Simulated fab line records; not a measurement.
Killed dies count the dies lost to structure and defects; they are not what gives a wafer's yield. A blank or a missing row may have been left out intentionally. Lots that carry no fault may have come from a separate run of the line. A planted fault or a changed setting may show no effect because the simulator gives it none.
Lot-split experiment    flow n5_finfet    7 lots, 21 wafers read, on a route of 1938 steps

## THE SPLIT ITSELF
At N5_BEOL_M9_HM_DEP_02 (deposits TiN, target thk 20 nm), the setting target_thk_a was moved away from the recipe's 200 angstrom on 6 of the 21 wafers read, by -11.7% to +9.6%. All remaining wafers had this setting at the recipe value.

## FROM THE SPLIT TO THE READING: what the file shows between them, 9 steps
- N5_BEOL_M9_COAT_59: time 60 s, resist thk 100 nm (also split here: temp_c)
- N5_BEOL_M9_COAT_60: time 60 s, resist thk 30 nm
- N5_BEOL_M9_COAT_05: resist thk 90 nm
- N5_BEOL_M9_STRIP_68: strips in N2/H2
- N5_BEOL_M9_STRIP_67: strips in CF4
- N5_BEOL_M9_HM_OPEN_17: chemistry Cl2/BCl3, target TiN, target depth 20 nm, overetch 6 nm
- N5_BEOL_M9_STRIP_19: strips in O2
- N5_BEOL_M9_STRIP_73: strips in C4F6/O2
- N5_BEOL_M9_STRIP_36: strips in N2/H2

## THE READING
TiN_of_BEOL_M9_HM_DEP_02.thk_nm (the simulator's own value, which no gauge read), in nm, at N5_BEOL_M9_TRENCH_ETCH_37 (etches SiCOH lowk in C4F6/O2, target depth 151.43 nm, time 49 s). The file does not state a usual value for it. Here, 15 wafers ran the recipe; their average is 15.7 nm with a standard deviation of 0.3 nm.

wafer   tool, chamber at the split  target_thk_a as run, angstrom  against the recipe  TiN_of_BEOL_M9_HM_DEP_02.thk_nm, nm  against lot-mates on the recipe
L075.1  pvd_sputter-01, -           200                            recipe              16                                   -
L075.4  pvd_sputter-01, -           200                            recipe              16.2                                 -
L075.6  pvd_sputter-01, -           200                            recipe              16.2                                 -
L077.2  pvd_sputter-02, -           200                            recipe              15.2                                 -
L077.3  pvd_sputter-02, -           200                            recipe              15.6                                 -
L077.4  pvd_sputter-02, -           219.2                          +9.6%               17.4                                 +2.0
L076.1  pvd_sputter-01, -           200                            recipe              15.4                                 -
L076.4  pvd_sputter-01, -           200                            recipe              15.6                                 -
L076.6  pvd_sputter-01, -           192                            -4.0%               14.6                                 -0.9
L078.1  pvd_sputter-02, -           200                            recipe              15.8                                 -
L078.4  pvd_sputter-02, -           200                            recipe              15.8                                 -
L078.6  pvd_sputter-02, -           200                            recipe              15.6                                 -
L080.1  pvd_sputter-01, -           200                            recipe              16                                   -
L080.4  pvd_sputter-01, -           185.4                          -7.3%               14.6                                 -1.4
L080.6  pvd_sputter-01, -           185.4                          -7.3%               14.2                                 -1.8
L079.1  pvd_sputter-02, -           200                            recipe              15.6                                 -
L079.3  pvd_sputter-02, -           186.2                          -6.9%               14.4                                 -1.0
L079.4  pvd_sputter-02, -           200                            recipe              15.2                                 -
L094.4  pvd_sputter-01, -           200                            recipe              15.8                                 -
L094.5  pvd_sputter-01, -           200                            recipe              15.8                                 -
L094.6  pvd_sputter-01, -           176.6                          -11.7%              13.6                                 -2.2

THE FIT
A straight line over all 21 wafers: TiN_of_BEOL_M9_HM_DEP_02.thk_nm changes by +0.183 nm for each +1% of target_thk_a; r = +0.94; the points scatter about the line by 0.29 nm.
The same after taking each lot's own level away (the mean of its wafers on the recipe; 21 wafers): +0.198 nm for each +1%; r = +0.98; scatter 0.17 nm.
The reading moves by 2.3 nm for the largest change in target_thk_a, on that fit.
From 15.40 to 16.13 nm: that is the span of the lots' own levels, equal to 2.4 times the standard deviation above.
The two slopes agree, so the slope changes little with the lot-to-lot level.
Check: with one of the wafers moved furthest among these (-11.7%) left out of the fit, the line predicts -2.36 nm for it against its lot-mates. Against them it came out at -2.2 nm.

## THESE WAFERS: OTHER SPLITS
Other splits were also applied to these wafers ahead of the reading. Each is held against what the fit with the lots' levels taken away leaves over:
other split on the same wafers      wafers away from the commonest value  r with TiN_of_BEOL_M9_HM_DEP_02.thk_nm (lot level and that fit taken away)
N5_BEOL_M8_DESCUM_33 time_s         6                                     -0.19
N5_BEOL_M8_TRENCH_ETCH_37 source_w  6                                     -0.02
N5_BEOL_M9_COAT_59 temp_c           3                                     +0.02

## THE WHOLE CHAIN: every reading that the file lists as answering this split, in the file's order
step                       what it does                                                       reading                                                                           change (the file's fit)                r (the file's)
N5_BEOL_M9_HM_DEP_02       deposits TiN, target thk 20 nm                                     TiN_of_BEOL_M9_HM_DEP_02.thk_nm (the simulator's own value, which no gauge read)  +0.198 nm for each +1% of the setting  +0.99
N5_BEOL_M9_HM_OPEN_17      chemistry Cl2/BCl3, target TiN, target depth 20 nm, overetch 6 nm  etch.depth_nm (the simulator's own value, which no gauge read)                    +0.197 nm for each +1% of the setting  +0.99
N5_BEOL_M9_TRENCH_ETCH_37  etches SiCOH lowk in C4F6/O2, target depth 151.43 nm, time 49 s    TiN_of_BEOL_M9_HM_DEP_02.thk_nm (the simulator's own value, which no gauge read)  +0.194 nm for each +1% of the setting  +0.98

## FILE'S OWN FIT
TiN_of_BEOL_M9_HM_DEP_02.thk_nm changes by +0.194 nm for each +1% of target_thk_a, r = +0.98.
